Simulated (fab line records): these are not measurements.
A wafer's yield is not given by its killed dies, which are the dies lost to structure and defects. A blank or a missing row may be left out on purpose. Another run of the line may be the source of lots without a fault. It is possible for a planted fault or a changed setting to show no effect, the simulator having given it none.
Matching of chambers    flow nandHarc    rieDiel-11 running NHARC_A_STAIRCASE_DESCUM_291: 4 sister chambers
The step chemistry O2, time 3 s. 18 wafers are shown with their chamber, then 9 later ones without.

WAFERS WITH THEIR CHAMBER
wafer   chamber  showerheadPlenumPTorr (Torr)  oesProductAu (a.u.)  rfVppV (V)
L075.2  3        2.06                          1.001                59.0
L075.3  2        1.85                          1.026                57.7
L075.4  0        2.05                          1.004                58.3
L074.1  1        1.90                          0.996                57.6
L074.2  3        2.06                          0.995                58.1
L074.6  1        1.90                          1.005                57.9
L076.1  1        1.89                          0.996                58.5
L076.2  0        2.04                          1.012                58.4
L076.5  0        2.04                          1.009                57.7
L079.1  1        1.89                          0.988                57.5
L079.2  0        2.04                          1.005                60.3
L079.5  3        2.06                          0.990                57.5
L083.1  1        1.89                          0.994                58.2
L083.2  2        1.84                          1.012                58.0
L083.5  3        2.05                          0.987                57.8
L086.2  2        1.84                          1.006                56.4
L086.3  0        2.03                          1.008                57.7
L086.6  0        2.03                          0.991                57.9

SIGNATURES, as means of the wafers listed above
reading                chamber 0  chamber 1  chamber 2  chamber 3  scatter within a chamber
showerheadPlenumPTorr  2.0383     1.8940     1.8433     2.0575     0.00624
oesProductAu           1.00483    0.99580    1.01467    0.99325    0.00729
rfVppV                 58.383     57.940     57.367     58.100     0.768
Rule: a wafer lies at a distance from a chamber equal to the root of the sum of squares, over the readings, of (its reading less the chamber's mean, divided by the reading's scatter). If the next closest chamber is less than 2 further off than the closest, the wafer can't be placed; otherwise it belongs to the closest. The scatter: take each reading less its chamber's mean, square it, sum over the shown wafers, divide by the number of wafers less the number of chambers, and take the root.

WAFERS WITH NO CHAMBER GIVEN
wafer   showerheadPlenumPTorr (Torr)  oesProductAu (a.u.)  rfVppV (V)
L091.2  2.04                          0.986                57.9
L091.3  1.83                          1.003                57.4
L091.6  2.04                          0.985                58.8
L094.1  2.02                          1.003                59.5
L094.3  1.88                          0.978                58.7
L094.6  1.83                          1.012                57.0
L096.1  2.02                          0.997                57.9
L096.3  1.83                          1.017                57.3
L096.4  2.04                          0.997                58.7

WHICH CHAMBER EACH WENT THROUGH
wafer   from the rows above      in truth
L091.2  can't be placed: 0 or 3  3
L091.3  2                        2
L091.6  can't be placed: 0 or 3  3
L094.1  0                        0
L094.3  1                        1
L094.6  2                        2
L096.1  0                        0
L096.3  2                        2
L096.4  can't be placed: 0 or 3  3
Correctly placed: 6 of 9. Can't be placed from these rows: 3 (the true chamber is among the candidates in 3). Wrongly placed: 0.
